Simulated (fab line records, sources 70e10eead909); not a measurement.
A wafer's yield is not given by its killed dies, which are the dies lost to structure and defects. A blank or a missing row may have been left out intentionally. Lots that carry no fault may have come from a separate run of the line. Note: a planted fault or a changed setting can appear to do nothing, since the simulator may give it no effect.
fab line records | flow nand-harc
record: lots: 6 wafers: 18 last-day: 28
route steps=1302 shown A_DECK1_JOINT@521 A_ONON_D2@545 END@1302
lots that met no fault: taken from a fault-free run of the same line
start-h: start of the lot's first displayed wafer, in hours after the record's first day | wait-h: hours from the lot's prior step to this one | " the same as in the row above | L1.1+2: several wafers, shown together as one row | - no value, or no start given | * or withheld: withheld | < > ~ a bound
route shown NAME@n: NAME is a module with steps in the file, n the number in the route of the first one | usual: average and standard deviation across the fault-free wafers | same: alike in all rows | chamber/n: place in a boat | sites: per-site readings | _std_site: how widely they spread, as a standard deviation | _edge_site: the outer-site mean with the inner-site mean subtracted | radius-mm: for every site, how far away it sits from the centre of the wafer | mask NAME#n: copy n | behind: the last tool/chamber to shape the wafer | hold: the reason the lot was held/the length of the hold in hours/how it ended | device: the n, p or np transistor that did not switch | end of line: the route-end tests of the same wafers | a step without rows: its recipe alone | killed: at the first sort, the dies lost to defects and structure; wafer yield is something else | map: a wafer's dies, x killed, . not, _ none there
set.NAME: the run value of the setting; set.NAME@STEP: its run value at that earlier step | model.NAME: the simulator's own value behind a step, which no gauge read
a table for each step, a row for each wafer; lots at some steps of the route
services: when a tool's chamber went out of use (start-h, in hours from the record's first day, below 0 if earlier), for how many hours, and the reason
== steps ==
step: NHARC_A_DECK1_JOINT_ETCH_18
recipe: target-depth-a: 30 chemistry: dHF material: SiO2
step: NHARC_A_DECK1_JOINT_WET_08
recipe: temp-c: 160 time-s: 86 chemistry: H3PO4
step: NHARC_A_DECK1_JOINT_ETCH_09
recipe: target-depth-a: 50 chemistry: dHF material: SiO2
step: NHARC_A_DECK1_JOINT_WET_10
recipe: temp-c: 160 time-s: 86 chemistry: H3PO4
step: NHARC_A_DECK1_JOINT_ETCH_11
recipe: target-depth-a: 350 chemistry: dHF material: SiO2
step: NHARC_A_DECK1_JOINT_CVD_12
recipe: target-thk-a: 900 temp-c: 620 pressure-mtorr: 200 time-s: 1800 material: poly-Si
step: NHARC_A_DECK1_JOINT_CMP_13
recipe: target-thk-nm: 51.023
usual: motor-current-A: 11.9/0.95 time-to-endpoint-s: 8.7/2.1
columns lot.wafer tool chamber start-h wait-h motor-current-A time-to-endpoint-s
L684.4 cmp-02 0 239.20 0.4 12.5 11.1
L684.3 " 1 " " 9.4 8.9
L684.2 " 3 " " 11.7 8.0
L686.2 cmp-01 0 255.54 0.4 11.2 12.2
L686.4 " 2 " " 12.5 8.9
L686.5 " 3 " " 13.1 8.2
L687.2 cmp-02 0 279.62 0.4 12.3 10.3
L687.1 " 1 " " 9.6 9.6
L687.5 " 0 " " 12.7 9.6
L693.1 cmp-03 3 338.56 0.4 11.1 7.7
L693.6 " 3 " " 11.8 9.7
L693.5 " 0 " " 11.4 9.4
L694.2 cmp-01 2 347.17 0.4 12.2 8.3
L694.1 " 3 " " 13.3 6.5
L694.4 " 0 " " 10.9 9.2
L695.3 cmp-03 0 356.37 0.4 11.7 8.1
L695.4 " 1 " " 12.5 10.7
L695.5 " 3 " " 12.2 9.2
step: NHARC_A_DECK1_JOINT_THK_MEAS_14
recipe: thk-meas-gauge: ellipsometry
usual: thk-nm: 50.7/1.4
columns lot.wafer tool chamber start-h wait-h thk-nm
L684.2 film-metro-01 - 239.46 0.2 49.9
L684.3 " - " " 51.0
L684.4 " - " " 52.9
L686.2 film-metro-01 - 255.77 0.2 50.9
L686.4 " - " " 49.6
L686.5 " - " " 49.4
L687.1 film-metro-02 - 279.88 0.2 49.5
L687.2 " - " " 49.6
L687.5 " - " " 49.2
L693.1 film-metro-01 - 338.81 0.2 48.7
L693.5 " - " " 49.9
L693.6 " - " " 50.8
L694.1 film-metro-01 - 347.39 0.2 51.5
L694.2 " - " " 51.1
L694.4 " - " " 52.4
L695.3 film-metro-02 - 356.57 0.2 50.7
L695.4 " - " " 51.6
L695.5 " - " " 49.5
step: NHARC_A_DECK1_JOINT_SRD_04
step: NHARC_A_DECK1_JOINT_ETCHBACK_00
recipe: target-depth-a: 300 time-s: 17.4 hbr-flow-sccm: 150 rf-w: 350 icp-w: 350 bias-w: 60 chemistry: HBr
usual: drypump-motor-current-A: 5.8/0.5 hbr-flow-sccm: 150.0/0.45 oes-product-au: 1.002/0.0088 throttle-valve-pct: 23.265/0.0085
columns lot.wafer tool chamber start-h wait-h drypump-motor-current-A hbr-flow-sccm oes-product-au rf-hours-counter-h throttle-valve-pct
L684.2 rie-si-06 3 239.59 0.1 6.2 150.6 0.985 1.1 23.248
L684.3 " 0 " " 6.8 149.8 1.008 1.0 23.272
L684.4 " 1 " " 5.2 150.7 1.012 1.0 23.269
L686.4 rie-si-04 3 255.89 0.1 5.7 150.4 1.009 0.5 23.271
L686.2 " 0 " " 5.5 149.5 1.004 0.5 23.267
L686.5 " 3 " " 5.7 150.1 1.004 - 23.280
L687.1 rie-si-05 0 280.02 0.1 6.1 150.1 0.977 0.9 23.279
L687.2 " 2 " " 6.0 150.5 0.998 1.0 23.275
L687.5 " 3 " " 5.1 149.7 1.009 - 23.266
L693.1 rie-si-06 1 338.97 0.1 5.3 149.7 1.000 0.5 23.274
L693.6 " 3 " " 6.2 149.3 1.010 - 23.265
L693.5 " 0 " " 6.7 150.0 1.009 - 23.257
L694.1 rie-si-05 0 347.52 0.1 6.1 149.9 1.001 0.3 23.272
L694.4 " 2 " " 6.0 149.1 0.999 0.2 23.275
L694.2 " 3 " " 5.1 150.7 1.007 0.3 23.270
L695.4 rie-si-04 2 356.71 0.1 4.9 149.5 1.003 0 23.255
L695.3 " 3 " " 5.7 150.2 0.996 0 23.273
L695.5 " 2 " " 5.0 150.0 1.007 - 23.265
step: NHARC_A_DECK1_JOINT_PRECLEAN_30
recipe: time-s: * temp-c: 50 bath-age-min: 0 chemistry: SC1
step: NHARC_A_DECK1_JOINT_SRD_31
step: NHARC_A_DECK1_JOINT_CVD_34
recipe: target-thk-a: 200 temp-c: 700 pressure-mtorr: 300 material: SiNx
usual: spike-tc-lower-C: 700.9/1.4 zone-power-centre-pct: 11.3/0.99
columns lot.wafer tool chamber start-h wait-h spike-tc-lower-C zone-power-centre-pct
L684.2 lpcvd-02 0 242.97 - 699.7 9.7
L684.3 " 0 " " 701.6 9.5
L684.4 " 0 " " 698.5 9.9
L686.2 lpcvd-01 0 260.22 - 702.5 12.2
L686.4 " 0 " " 702.7 11.8
L686.5 " 0 " " 702.3 12.5
L687.1 lpcvd-02 1 283.39 - 699.8 10.4
L687.2 " 1 " " 698.9 10.5
L687.5 " 1 " " 700.0 10.4
L693.1 lpcvd-01 0 343.44 - 702.8 12.3
L693.5 " 0 " " 701.3 12.1
L693.6 " 0 " " 702.6 11.9
L694.1 lpcvd-01 0 350.92 - 701.4 12.2
L694.2 " 0 " " 700.4 12.1
L694.4 " 0 " " 701.2 12.1
L695.3 lpcvd-01 0 360.08 - 701.9 11.9
L695.4 " 0 " " 701.4 12.1
L695.5 " 0 " " 702.7 12.3
step: NHARC_A_DECK1_JOINT_DEP_06
recipe: target-thk-a: 800 temp-c: 65 material: SiOx
step: NHARC_A_DECK1_JOINT_CURE_26
recipe: temp-c: 150 time-s: 32 pressure-atm: 0.395
step: NHARC_A_DECK1_JOINT_ANNEAL_27
recipe: temp-c: 400 time-s: 3600 idle-temp-c: 300 ramp-up-c-per-min: 10 densification-p-h2o-torr: 640
step: NHARC_A_DECK1_JOINT_ANNEAL_28
recipe: temp-c: 500 time-s: 1800 idle-temp-c: 400 ramp-up-c-per-min: 10 densification-p-h2o-torr: 640
step: NHARC_A_DECK1_JOINT_ANNEAL_29
recipe: temp-c: 750 time-s: 1800 idle-temp-c: 500 ramp-up-c-per-min: 10 ramp-down-c-per-min: 3
step: NHARC_A_DECK1_JOINT_CMP_02
recipe: material: SiOx
usual: motor-current-A: 11.8/1
columns lot.wafer tool chamber start-h wait-h motor-current-A
L684.3 cmp-01 0 263.00 0.4 10.5
L684.4 " 1 " " 11.2
L684.2 " 3 " " 13.4
L686.4 cmp-01 2 280.06 0.4 12.2
L686.2 " 3 " " 13.4
L686.5 " 3 " " 12.9
L687.1 cmp-02 0 303.49 0.4 11.8
L687.2 " 2 " " 12.5
L687.5 " 1 " " 9.8
L693.1 cmp-02 2 360.92 0.4 12.1
L693.6 " 3 " " 11.9
L693.5 " 0 " " 12.4
L694.4 cmp-01 3 373.40 0.4 13.3
L694.2 " 0 " " 11.1
L694.1 " 1 " " 11.2
L695.3 cmp-02 1 383.53 0.4 9.6
L695.4 " 2 " " 12.5
L695.5 " 2 " " 12.0
step: NHARC_A_DECK1_JOINT_SRD_15
step: NHARC_A_DECK1_JOINT_DEP_16
recipe: target-thk-a: 450 temp-c: 400 pressure-torr: 6.5 rf-w: 900 teos-flow-sccm: 161.4 flow-sccm: 2650 target-thk-nm: 45 gas: O2 material: SiO2
usual: heater-power-w: 523/89 throttle-valve-pct: 16.1/0.68
columns lot.wafer tool chamber start-h wait-h heater-power-w throttle-valve-pct
L684.3 pecvd-01 2 263.59 0.3 436 16.0
L684.2 " 1 " " 479 15.2
L684.4 " 0 " " 621 17.0
L686.2 pecvd-01 2 280.60 0.2 420 16.1
L686.5 " 1 " " 555 15.7
L686.4 " 2 " " 423 16.0
L687.1 pecvd-04 1 303.88 0.1 717 16.4
L687.2 " 2 " " 492 16.0
L687.5 " 1 " " 704 16.2
L693.1 pecvd-04 1 361.26 0.1 634 16.2
L693.6 " 0 " " 526 15.5
L693.5 " 1 " " 645 16.1
L694.2 pecvd-03 0 373.79 0.1 397 17.5
L694.1 " 2 " " 542 15.4
L694.4 " 2 " " 554 15.3
L695.3 pecvd-04 1 383.97 0.1 709 16.3
L695.4 " 2 " " 435 16.1
L695.5 " 0 " " 548 15.4
step: NHARC_A_DECK1_JOINT_THK_MEAS_17
recipe: thk-meas-gauge: ellipsometry
usual: thk-nm: 44.9/1.1
columns lot.wafer tool chamber start-h wait-h thk-nm
L684.2 film-metro-01 - 263.87 0.2 44.6
L684.3 " - " " 45.8
L684.4 " - " " 45.4
L686.2 film-metro-02 - 280.82 0.2 45.7
L686.4 " - " " 46.6
L686.5 " - " " 45.6
L687.1 film-metro-02 - 304.15 0.2 44.2
L687.2 " - " " 45.0
L687.5 " - " " 44.4
L693.1 film-metro-02 - 361.52 0.2 44.3
L693.5 " - " " 45.5
L693.6 " - " " 45.2
L694.1 film-metro-01 - 374.07 0.2 45.5
L694.2 " - " " 43.3
L694.4 " - " " 45.5
L695.3 film-metro-01 - 384.20 0.2 45.1
L695.4 " - " " 47.0
L695.5 " - " " 42.9
step: NHARC_A_ONON_D2_DEP_00
recipe: target-thk-a: 10000 n2-flow-sccm: 2750 n2o-flow-sccm: 2000 nh3-flow-sccm: 500 sih4-flow-sccm: 210 temp-c: 400
step: NHARC_A_ONON_D2_THK_MEAS_02
recipe: thk-meas-gauge: ellipsometry
usual: thk-nm: 1004/9.2
columns lot.wafer tool chamber start-h wait-h thk-nm
L684.2 film-metro-01 - 264.49 - 1015
L684.3 " - " " 1014
L684.4 " - " " 1016
L686.2 film-metro-01 - 281.42 - 1003
L686.4 " - " " 1004
L686.5 " - " " 1004
L687.1 film-metro-01 - 304.76 - 1010
L687.2 " - " " 1011
L687.5 " - " " 1009
L693.1 film-metro-01 - 362.13 - 999
L693.5 " - " " 1001
L693.6 " - " " 1000
L694.1 film-metro-01 - 374.68 - 1022
L694.2 " - " " 1025
L694.4 " - " " 1021
L695.3 film-metro-01 - 384.80 - 1015
L695.4 " - " " 1014
L695.5 " - " " 1014
step: NHARC_A_ONON_D2_DEP_03
recipe: target-thk-a: 10000 n2-flow-sccm: 2750 n2o-flow-sccm: 2000 nh3-flow-sccm: 500 sih4-flow-sccm: 210 temp-c: 400
step: NHARC_A_ONON_D2_THK_MEAS_05
recipe: thk-meas-gauge: ellipsometry
usual: thk-nm: 998/11
columns lot.wafer tool chamber start-h wait-h thk-nm
L684.2 film-metro-02 - 265.23 - 998
L684.3 " - " " 998
L684.4 " - " " 999
L686.2 film-metro-01 - 282.13 - 999
L686.4 " - " " 996
L686.5 " - " " 997
L687.1 film-metro-02 - 305.33 - 991
L687.2 " - " " 991
L687.5 " - " " 989
L693.1 film-metro-02 - 362.70 - 1006
L693.5 " - " " 1007
L693.6 " - " " 1006
L694.1 film-metro-01 - 375.24 - 988
L694.2 " - " " 988
L694.4 " - " " 989
L695.3 film-metro-01 - 385.37 - 1006
L695.4 " - " " 1005
L695.5 " - " " 1006
step: NHARC_A_ONON_D2_DEP_06
recipe: target-thk-a: 10000 n2-flow-sccm: 2750 n2o-flow-sccm: 2000 nh3-flow-sccm: 500 sih4-flow-sccm: 210 temp-c: 400
step: NHARC_A_ONON_D2_THK_MEAS_08
recipe: thk-meas-gauge: ellipsometry
usual: thk-nm: 999/9.8
columns lot.wafer tool chamber start-h wait-h thk-nm
L684.2 film-metro-02 - 265.80 - 988
L684.3 " - " " 987
L684.4 " - " " 990
L686.2 film-metro-02 - 282.70 - 981
L686.4 " - " " 980
L686.5 " - " " 981
L687.1 film-metro-01 - 305.89 - 990
L687.2 " - " " 990
L687.5 " - " " 989
L693.1 film-metro-02 - 363.27 - 998
L693.5 " - " " 1001
L693.6 " - " " 1001
L694.1 film-metro-01 - 375.82 - 989
L694.2 " - " " 988
L694.4 " - " " 988
L695.3 film-metro-01 - 385.94 - 993
L695.4 " - " " 991
L695.5 " - " " 990
step: NHARC_A_ONON_D2_DEP_09
recipe: target-thk-a: 10000 n2-flow-sccm: 2750 n2o-flow-sccm: 2000 nh3-flow-sccm: 500 sih4-flow-sccm: 210 temp-c: 400
step: NHARC_A_ONON_D2_THK_MEAS_11
recipe: thk-meas-gauge: ellipsometry
usual: thk-nm: 1002/10
columns lot.wafer tool chamber start-h wait-h thk-nm
L684.2 film-metro-01 - 266.36 - 999
L684.3 " - " " 998
L684.4 " - " " 997
L686.2 film-metro-02 - 283.27 - 976
L686.4 " - " " 976
L686.5 " - " " 975
L687.1 film-metro-02 - 306.46 - 1014
L687.2 " - " " 1012
L687.5 " - " " 1015
L693.1 film-metro-01 - 363.84 - 996
L693.5 " - " " 998
L693.6 " - " " 997
L694.1 film-metro-01 - 376.39 - 1002
L694.2 " - " " 1001
L694.4 " - " " 999
L695.3 film-metro-01 - 386.51 - 1011
L695.4 " - " " 1013
L695.5 " - " " 1013
step: NHARC_A_ONON_D2_DEP_12
recipe: target-thk-a: 10000 n2-flow-sccm: 2750 n2o-flow-sccm: 2000 nh3-flow-sccm: 500 sih4-flow-sccm: 210 temp-c: 400
step: NHARC_A_ONON_D2_THK_MEAS_14
recipe: thk-meas-gauge: ellipsometry
usual: thk-nm: 997/10
columns lot.wafer tool chamber start-h wait-h thk-nm
L684.2 film-metro-02 - 266.93 - 1001
L684.3 " - " " 1002
L684.4 " - " " 1004
L686.2 film-metro-02 - 283.84 - 988
L686.4 " - " " 987
L686.5 " - " " 989
L687.1 film-metro-02 - 307.03 - 979
L687.2 " - " " 980
L687.5 " - " " 980
L693.1 film-metro-02 - 364.41 - 1001
L693.5 " - " " 1002
L693.6 " - " " 1000
L694.1 film-metro-01 - 376.95 - 994
L694.2 " - " " 995
L694.4 " - " " 997
L695.3 film-metro-01 - 387.08 - 1004
L695.4 " - " " 1003
L695.5 " - " " 1002
step: NHARC_A_ONON_D2_ANNEAL_15
recipe: temp-c: 750 time-s: 3600
step: NHARC_A_ONON_D2_DEP_16
recipe: target-thk-a: 10000 n2-flow-sccm: 2750 n2o-flow-sccm: 2000 nh3-flow-sccm: 500 sih4-flow-sccm: 210 temp-c: 400
step: NHARC_A_ONON_D2_THK_MEAS_18
recipe: thk-meas-gauge: ellipsometry
usual: thk-nm: 1002/9.2
columns lot.wafer tool chamber start-h wait-h thk-nm
L684.2 film-metro-01 - 279.19 - 1011
L684.3 " - " " 1013
L684.4 " - " " 1012
L686.2 film-metro-01 - 291.24 - 1007
L686.4 " - " " 1007
L686.5 " - " " 1009
L687.1 film-metro-02 - 314.37 - 1006
L687.2 " - " " 1006
L687.5 " - " " 1007
L693.1 film-metro-01 - 371.83 - 996
L693.5 " - " " 996
L693.6 " - " " 996
L694.1 film-metro-01 - 384.91 - 1002
L694.2 " - " " 999
L694.4 " - " " 998
L695.3 film-metro-02 - 394.51 - 991
L695.4 " - " " 992
L695.5 " - " " 989
step: NHARC_A_ONON_D2_DEP_19
recipe: target-thk-a: 10000 n2-flow-sccm: 2750 n2o-flow-sccm: 2000 nh3-flow-sccm: 500 sih4-flow-sccm: 210 temp-c: 400
step: NHARC_A_ONON_D2_THK_MEAS_21
recipe: thk-meas-gauge: ellipsometry
usual: thk-nm: 999/8.8
columns lot.wafer tool chamber start-h wait-h thk-nm
L684.2 film-metro-02 - 279.76 - 995
L684.3 " - " " 994
L684.4 " - " " 994
L686.2 film-metro-01 - 291.80 - 1009
L686.4 " - " " 1009
L686.5 " - " " 1009
L687.1 film-metro-02 - 314.94 - 1003
L687.2 " - " " 1001
L687.5 " - " " 1000
L693.1 film-metro-01 - 372.58 - 1000
L693.5 " - " " 1000
L693.6 " - " " 999
L694.1 film-metro-01 - 385.47 - 995
L694.2 " - " " 995
L694.4 " - " " 994
L695.3 film-metro-01 - 395.11 - 998
L695.4 " - " " 1000
L695.5 " - " " 996
step: NHARC_A_ONON_D2_DEP_22
recipe: target-thk-a: 10000 n2-flow-sccm: 2750 n2o-flow-sccm: 2000 nh3-flow-sccm: 500 sih4-flow-sccm: 210 temp-c: 400
step: NHARC_A_ONON_D2_THK_MEAS_24
recipe: thk-meas-gauge: ellipsometry
usual: thk-nm: 1004/10
columns lot.wafer tool chamber start-h wait-h thk-nm
L684.2 film-metro-02 - 280.33 - 1003
L684.3 " - " " 1002
L684.4 " - " " 1002
L686.2 film-metro-02 - 292.37 - 1008
L686.4 " - " " 1007
L686.5 " - " " 1005
L687.1 film-metro-02 - 315.50 - 998
L687.2 " - " " 999
L687.5 " - " " 998
L693.1 film-metro-01 - 373.15 - 1003
L693.5 " - " " 1003
L693.6 " - " " 1004
L694.1 film-metro-01 - 386.04 - 1016
L694.2 " - " " 1016
L694.4 " - " " 1015
L695.3 film-metro-01 - 395.68 - 985
L695.4 " - " " 986
L695.5 " - " " 986
step: NHARC_A_ONON_D2_DEP_25
recipe: target-thk-a: 10000 n2-flow-sccm: 2750 n2o-flow-sccm: 2000 nh3-flow-sccm: 500 sih4-flow-sccm: 210 temp-c: 400
step: NHARC_END_SORT_01
recipe: temp-c: 25
usual: killed-at-array: 52/18 killed-at-other: 1.2/1.5 killed-at-periphery: 4/3.2 killed-dies: 57/17 killed-open: 3.1/1.9 killed-short: 2.5/1.7
same: gross-dies: 677
columns lot.wafer tool chamber start-h wait-h killed-at-array killed-at-other killed-at-periphery killed-dies killed-open killed-short
L684.2 prober-02 0 555.54 2.8 32 6 1 39 5 0
L684.3 prober-02 0 556.34 3.1 31 1 1 33 1 2
L684.4 prober-02 0 557.14 3.4 37 5 3 45 2 1
L686.2 prober-01 0 564.05 2.8 64 0 3 67 2 2
L686.4 prober-01 0 565.66 3.4 48 0 0 48 0 2
L686.5 prober-01 0 566.47 3.7 78 0 1 79 4 2
L687.1 prober-02 0 586.41 2.5 33 0 5 38 0 2
L687.2 prober-02 0 587.20 2.8 35 1 6 42 5 5
L687.5 prober-02 0 589.56 3.7 32 1 2 35 7 0
L693.1 prober-02 0 654.82 2.5 88 0 3 91 6 4
L693.5 prober-02 0 657.99 3.7 81 0 1 82 3 1
L693.6 prober-02 0 658.78 4.0 89 0 3 92 2 2
L694.1 prober-02 0 663.56 2.5 106 2 1 109 10 1
L694.2 prober-02 0 664.35 2.8 122 0 4 126 5 3
L694.4 prober-02 0 665.93 3.4 92 3 3 98 0 4
L695.3 prober-01 0 674.25 3.1 104 0 6 110 3 0
L695.4 prober-01 0 675.07 3.5 118 0 8 126 3 3
L695.5 prober-01 0 675.89 3.8 109 0 4 113 5 4
killed by level:class
L684.2 A_CHANNEL_HOLE_D1:chamber-film-flake=22 THIN_TSV:chamber-film-flake=6 A_CHANNEL_HOLE_D2:chamber-film-flake=4 A_ONON_D1:geometric-particle:open=1 A_CHANNEL_FILL_D2:geometric-particle:open=1 A_WL_FILL:geometric-particle:open=1 A_BLC:geometric-particle:open=1 A_M0:geometric-particle:open=1
L684.3 A_CHANNEL_HOLE_D1:chamber-film-flake=20 A_CHANNEL_HOLE_D2:chamber-film-flake=4 A_CONTACT:chamber-film-flake=2 A_CHANNEL_HOLE_D1:geometric-particle:short=1 A_DECK1_JOINT:geometric-particle:short=1 A_ONON_D2:geometric-particle:open=1 P_CONTACT:chamber-film-flake=1 A_CHANNEL_FILL_D2:chamber-film-flake=1
L684.4 A_CHANNEL_HOLE_D1:chamber-film-flake=29 THIN_TSV:chamber-film-flake=5 A_CHANNEL_HOLE_D2:chamber-film-flake=2 A_CHANNEL_FILL_D1:geometric-particle:short=1 A_CHANNEL_FILL_D1:geometric-particle:open=1 A_DECK1_JOINT:geometric-particle:open=1 P_ZERO_WELL:chamber-film-flake=1 P_GATE:chamber-film-flake=1
L686.2 A_CHANNEL_HOLE_D1:chamber-film-flake=26 A_SLIT:chamber-film-flake=17 A_CHANNEL_HOLE_D2:chamber-film-flake=6 A_ZERO_WELL:chamber-film-flake=5 A_CONTACT:chamber-film-flake=3 A_STAIRCASE:chamber-film-flake=2 P_CONTACT:geometric-particle:open=1 A_CHANNEL_FILL_D1:geometric-particle:open=1
L686.4 A_SLIT:chamber-film-flake=22 A_CHANNEL_HOLE_D1:chamber-film-flake=13 A_CHANNEL_HOLE_D2:chamber-film-flake=6 A_ZERO_WELL:chamber-film-flake=3 A_CHANNEL_FILL_D1:geometric-particle:short=1 A_M0:geometric-particle:short=1 A_CHANNEL_FILL_D1:chamber-film-flake=1 A_DECK1_JOINT:chamber-film-flake=1
L686.5 A_CHANNEL_HOLE_D1:chamber-film-flake=35 A_SLIT:chamber-film-flake=19 A_CHANNEL_HOLE_D2:chamber-film-flake=9 A_CONTACT:chamber-film-flake=5 A_ZERO_WELL:chamber-film-flake=2 P_M0:geometric-particle:open=1 A_CHANNEL_FILL_D1:geometric-particle:open=1 A_CHANNEL_FILL_D1:geometric-particle:short=1
L687.1 A_CHANNEL_HOLE_D2:chamber-film-flake=24 P_GATE:chamber-film-flake=3 P_ZERO_WELL:chamber-film-flake=2 A_CONTACT:unspecified=2 A_ONON_D2:geometric-particle:short=1 A_WL_FILL:geometric-particle:short=1 A_CHANNEL_HOLE_D1:chamber-film-flake=1 A_CHANNEL_FILL_D1:chamber-film-flake=1
L687.2 A_CHANNEL_HOLE_D2:chamber-film-flake=16 A_CONTACT:chamber-film-flake=6 P_GATE:chamber-film-flake=4 A_CONTACT:unspecified=3 P_GATE:geometric-particle:short=1 P_CONTACT:geometric-particle:open=1 A_ONON_D1:geometric-particle:short=1 A_CHANNEL_FILL_D1:geometric-particle:open=1
L687.5 A_CHANNEL_HOLE_D2:chamber-film-flake=20 A_M0:geometric-particle:open=2 P_GATE:chamber-film-flake=2 A_CONTACT:unspecified=2 A_CONTACT:chamber-film-flake=2 A_ONON_D1:geometric-particle:open=1 A_ONON_D2:geometric-particle:open=1 A_SGD_CUT:geometric-particle:open=1
L693.1 A_SLIT:chamber-film-flake=32 A_CHANNEL_HOLE_D1:chamber-film-flake=25 A_CHANNEL_HOLE_D2:chamber-film-flake=15 A_STAIRCASE:chamber-film-flake=5 A_CHANNEL_FILL_D1:geometric-particle:open=2 A_ONON_D1:geometric-particle:short=1 A_DECK1_JOINT:geometric-particle:short=1 A_CHANNEL_HOLE_D2:geometric-particle:open=1
L693.5 A_SLIT:chamber-film-flake=35 A_CHANNEL_HOLE_D1:chamber-film-flake=17 A_CHANNEL_HOLE_D2:chamber-film-flake=13 A_CONTACT:chamber-film-flake=6 A_STAIRCASE:chamber-film-flake=4 A_WL_FILL:chamber-film-flake=2 P_GATE:geometric-particle:open=1 A_SOURCE_PLATE:geometric-particle:open=1
L693.6 A_SLIT:chamber-film-flake=34 A_CHANNEL_HOLE_D1:chamber-film-flake=29 A_CHANNEL_HOLE_D2:chamber-film-flake=13 A_STAIRCASE:chamber-film-flake=3 A_CHANNEL_FILL_D2:chamber-film-flake=2 A_CONTACT:chamber-film-flake=2 A_SOURCE_PLATE:geometric-particle:short=1 A_DECK1_JOINT:geometric-particle:short=1
L694.1 A_DECK1_JOINT:unspecified=75 A_CONTACT:chamber-film-flake=11 A_CHANNEL_HOLE_D1:chamber-film-flake=5 A_CHANNEL_HOLE_D2:chamber-film-flake=4 A_CHANNEL_FILL_D2:geometric-particle:open=3 A_SOURCE_PLATE:geometric-particle:open=2 A_WL_FILL:chamber-film-flake=2 P_M0:geometric-particle:open=1
L694.2 A_DECK1_JOINT:unspecified=81 A_CHANNEL_HOLE_D1:chamber-film-flake=22 A_CHANNEL_HOLE_D2:chamber-film-flake=3 P_ZERO_WELL:chamber-film-flake=2 A_CHANNEL_FILL_D1:chamber-film-flake=2 A_STAIRCASE:chamber-film-flake=2 A_CONTACT:chamber-film-flake=2 A_BONDPAD:chamber-film-flake=2
L694.4 A_DECK1_JOINT:unspecified=75 A_CONTACT:chamber-film-flake=8 A_CHANNEL_HOLE_D1:chamber-film-flake=4 A_CHANNEL_HOLE_D2:chamber-film-flake=3 THIN_TSV:chamber-film-flake=3 P_STI:geometric-particle:short=2 A_DECK1_JOINT:geometric-particle:short=1 A_M0:geometric-particle:short=1
L695.3 A_DECK1_JOINT:unspecified=77 A_CHANNEL_HOLE_D2:chamber-film-flake=12 A_CHANNEL_HOLE_D1:chamber-film-flake=5 P_GATE:chamber-film-flake=3 P_M2:chamber-film-flake=3 A_CONTACT:chamber-film-flake=3 A_WL_FILL:chamber-film-flake=2 A_CHANNEL_FILL_D2:geometric-particle:open=1
L695.4 A_DECK1_JOINT:unspecified=79 A_CHANNEL_HOLE_D2:chamber-film-flake=13 A_CHANNEL_HOLE_D1:chamber-film-flake=6 P_M2:chamber-film-flake=5 A_SLIT:chamber-film-flake=5 A_CONTACT:chamber-film-flake=4 A_STAIRCASE:chamber-film-flake=3 A_WL_FILL:chamber-film-flake=3
L695.5 A_DECK1_JOINT:unspecified=76 A_CHANNEL_HOLE_D2:chamber-film-flake=14 A_CHANNEL_HOLE_D1:chamber-film-flake=7 A_CONTACT:chamber-film-flake=2 P_STI:geometric-particle:open=1 P_M0:geometric-particle:open=1 A_ONON_D2:geometric-particle:open=1 A_ONON_D2:geometric-particle:short=1
map L694.2 (x killed, . not)
____________.____________
_________......._________
_______..........._______
______....x.x......______
_____.............x._____
____...............xx____
____.............xxxx____
___..............xxxxx___
___....x.........xxxxx___
__...x.........x.xxxxxx__
__....x.........xxxxxxx__
_.....x........x.xxxxxxx_
_...x....x......xxxxxxxx_
_..............x.xxxxxxx_
_..............x.xxxxxx._
_......x..........xxxxxx_
..................xxxxxx.
..................xxxxxx.
.........x.....x....xx...
...........x.............
............x.....x......
_.........x.........x..._
_......................._
_......................._
_...................xx.._
_...x........x.........._
__................x..x.__
__.....x..........x..xx__
___.x............x.xxx___
___....x...........xxx___
____...............xx____
____..............xxx____
_____..............x_____
______............x______
_______.......x..x_______
_________......._________
____________.____________
map L695.4 (x killed, . not)
____________.____________
_________......._________
_______x..x......._______
______.............______
_____....x.........._____
____....x........x...____
____.....x...x....xxx____
___........xx....xxxxx___
___.............xxxxxx___
__...............xxxxxx__
__......x..x.....xxxxxx__
_..x..x..x......xxxxxxxx_
_....x.........xxxxxxxxx_
_...x.xx........xxxxxxxx_
_...xx..x......x.xxxxxxx_
_.x.x..x.x........xxxxxx_
...x..x..........xxxxxxx.
...x...x..........xxxx...
.x...x...............x...
.......xx......x.....x...
.....................x..x
_......................x_
_.....x.............x.x._
_................x......_
_......................._
_x......................_
__.....................__
__...................xx__
___................x.x___
___...................___
____.................____
____...............x.____
_____..............x_____
______.............______
_______..........._______
_________......._________
____________.____________
== services ==
columns tool chamber start-h hours kind
cmp-02 - 232.50 4.0 pm
rie-si-06 - 249.00 9.0 pm
cmp-01 - 259.23 0.2 repair
cmp-03 - 260.12 4.0 pm
pecvd-04 - 262.76 0.9 repair
pecvd-01 - 266.16 0.3 repair
lpcvd-01 - 268.50 1.1 repair
pecvd-04 - 269.00 13.0 pm
rie-si-06 1 270.48 8.3 repair
cmp-01 - 283.50 4.0 pm
pecvd-04 2 292.80 11.0 repair
rie-si-04 - 296.71 0.3 repair
rie-si-05 - 305.00 9.0 pm
pecvd-01 - 312.73 13.0 pm
rie-si-05 2 322.04 4.2 repair
pecvd-04 0 325.47 29.9 repair
cmp-02 - 330.50 4.0 pm
rie-si-06 - 332.97 0.4 repair
rie-si-04 0 334.85 8.6 repair
cmp-01 - 337.22 3.2 repair
rie-si-04 - 342.00 9.0 pm
rie-si-06 2 344.16 1.3 repair
cmp-01 - 376.20 0.6 repair
cmp-01 - 381.50 4.0 pm
== key ==
first-sign: step: NHARC_END_SORT_01 reading: killed-dies direction: up sigmas: 3.3 usual: 57 struck: 114
effect: step: NHARC_END_SORT_01 reading: killed-at-array direction: up sigmas: 3.2 usual: 52 struck: 108
more-kills-born-at: NHARC_A_DECK1_JOINT_CVD_34@lpcvd-01: 463
met-at NHARC_A_DECK1_JOINT_CVD_34
struck-wafers L694.1,L694.2,L694.4,L695.3,L695.4,L695.5
tester-left-out L694,L695
onset-between 343.44 350.92
also-fits time
fault: kind: chamber-particle-source tool: lpcvd-01 chamber: 0 onset-h: 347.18 steps: NHARC_A_DECK1_JOINT_CVD_34 rate-per-visit-cm2: 0.98043 end-h: 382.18
tester-left-out: of these lots the tester's yield and bins aren't shown, on N5 and GAA mostly nor the transistor test; their killed dies are dies lost to structure and defects alone, not to doping, threshold or leakage, so they don't give the yield
